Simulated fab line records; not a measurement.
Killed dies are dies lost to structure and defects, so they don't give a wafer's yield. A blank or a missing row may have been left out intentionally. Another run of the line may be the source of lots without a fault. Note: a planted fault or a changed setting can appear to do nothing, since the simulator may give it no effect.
Split-lot experiment | flow n5 finfet | 21 wafers read from 7 lots, route of 1938 steps

ON THE SPLIT
At N5_BEOL_M8_COAT_22 (resist thk 30 nm), the setting spin rpm was moved away from the recipe's 1500 rpm on 4 of the 21 wafers read, by -5.2% to +9.3%. For the rest of the wafers, this setting stayed at what the recipe calls for.

FROM THE SPLIT TO THE READING: what the file shows between them, 3 steps
- N5_BEOL_M8_EBR_24
- N5_BEOL_M8_SOFTBAKE_23: time 60 s
- N5_BEOL_M8_DESCUM_33: chemistry O2, time 7 s

THE READING
CAR-EUV_of_BEOL_M8_COAT_22.thk nm (the simulator's own value, which no gauge read), in nm, at N5_BEOL_M8_ETCH_72 (etches underlayer in N2/H2, target depth 6.5 nm, time 5.2 s). The file gives no usual value for it. Average 20.4 nm, standard deviation 0.1 nm, over the 17 wafers here run with the recipe.

wafer  | tool, chamber at the split | spin rpm as run, rpm | against the recipe | CAR-EUV_of_BEOL_M8_COAT_22.thk nm, nm | against lot-mates on the recipe
L078.2 | litho track-04, 0          | 1500                 | recipe             | 20.4                                  | -
L078.5 | litho track-04, 0          | 1639                 | +9.3%              | 19.2                                  | -1.2
L078.6 | litho track-04, 0          | 1639                 | +9.3%              | 19.2                                  | -1.2
L081.1 | litho track-04, 0          | 1500                 | recipe             | 20.4                                  | -
L081.3 | litho track-04, 0          | 1500                 | recipe             | 20.4                                  | -
L081.4 | litho track-04, 0          | 1500                 | recipe             | 20.6                                  | -
L080.2 | litho track-02, 0          | 1500                 | recipe             | 20.4                                  | -
L080.4 | litho track-02, 0          | 1619                 | +7.9%              | 19.2                                  | -1.3
L080.5 | litho track-02, 0          | 1500                 | recipe             | 20.6                                  | -
L082.1 | litho track-05, 0          | 1500                 | recipe             | 20.4                                  | -
L082.4 | litho track-05, 0          | 1500                 | recipe             | 20.4                                  | -
L082.3 | litho track-05, 0          | 1422                 | -5.2%              | 21.2                                  | +0.8
L084.1 | litho track-05, 0          | 1500                 | recipe             | 20.6                                  | -
L084.2 | litho track-05, 0          | 1500                 | recipe             | 20.4                                  | -
L084.5 | litho track-05, 0          | 1500                 | recipe             | 20.4                                  | -
L093.3 | litho track-02, 0          | 1500                 | recipe             | 20.2                                  | -
L093.4 | litho track-02, 0          | 1500                 | recipe             | 20.4                                  | -
L093.5 | litho track-02, 0          | 1500                 | recipe             | 20.4                                  | -
L094.2 | litho track-04, 0          | 1500                 | recipe             | 20.4                                  | -
L094.3 | litho track-04, 0          | 1500                 | recipe             | 20.4                                  | -
L094.4 | litho track-04, 0          | 1500                 | recipe             | 20.6                                  | -

THE FIT
A straight line over all 21 wafers: CAR-EUV_of_BEOL_M8_COAT_22.thk nm changes by -0.14 nm for each +1% of spin rpm; r = -0.98; the points scatter about the line by 0.1 nm.
The same after taking each lot's own level away (the mean of its wafers on the recipe; 21 wafers): -0.141 nm for each +1%; r = -0.98; scatter 0.099 nm.
Per that fit: largest spin rpm move, reading shift of 1.3 nm.
From 20.33 to 20.50 nm: that is the span of the lots' own levels, equal to 1.6 times the standard deviation above.
So the lot-to-lot level changes the slope little: the two slopes agree.
Check: for one of the wafers moved furthest among these (+9.3%), held out of the fit, the line's prediction against its lot-mates is -1.35 nm. Against them it came out at -1.2 nm.

THESE WAFERS: OTHER SPLITS
Before the reading, these wafers also passed through other splits. Each is held against what the fit with the lots' levels taken away leaves over:
other split on the same wafers | wafers away from the commonest value | r with CAR-EUV_of_BEOL_M8_COAT_22.thk nm (lot level and that fit taken away)
N5_BEOL_M8_DESCUM_16 time s    | 8                                    | +0.03

THE WHOLE CHAIN: every reading that the file lists as answering this split, in the file's order
step               | what it does                                                | reading                                                                            | change (the file's fit)               | r (the file's)
N5_BEOL_M8_COAT_22 | resist thk 30 nm                                            | CAR-EUV_of_BEOL_M8_COAT_22.thk nm (the simulator's own value, which no gauge read) | -0.137 nm for each +1% of the setting | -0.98
N5_BEOL_M8_ETCH_72 | etches underlayer in N2/H2, target depth 6.5 nm, time 5.2 s | CAR-EUV_of_BEOL_M8_COAT_22.thk nm (the simulator's own value, which no gauge read) | -0.146 nm for each +1% of the setting | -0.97

FILE'S OWN FIT
CAR-EUV_of_BEOL_M8_COAT_22.thk nm changes by -0.146 nm for each +1% of spin rpm, r = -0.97.
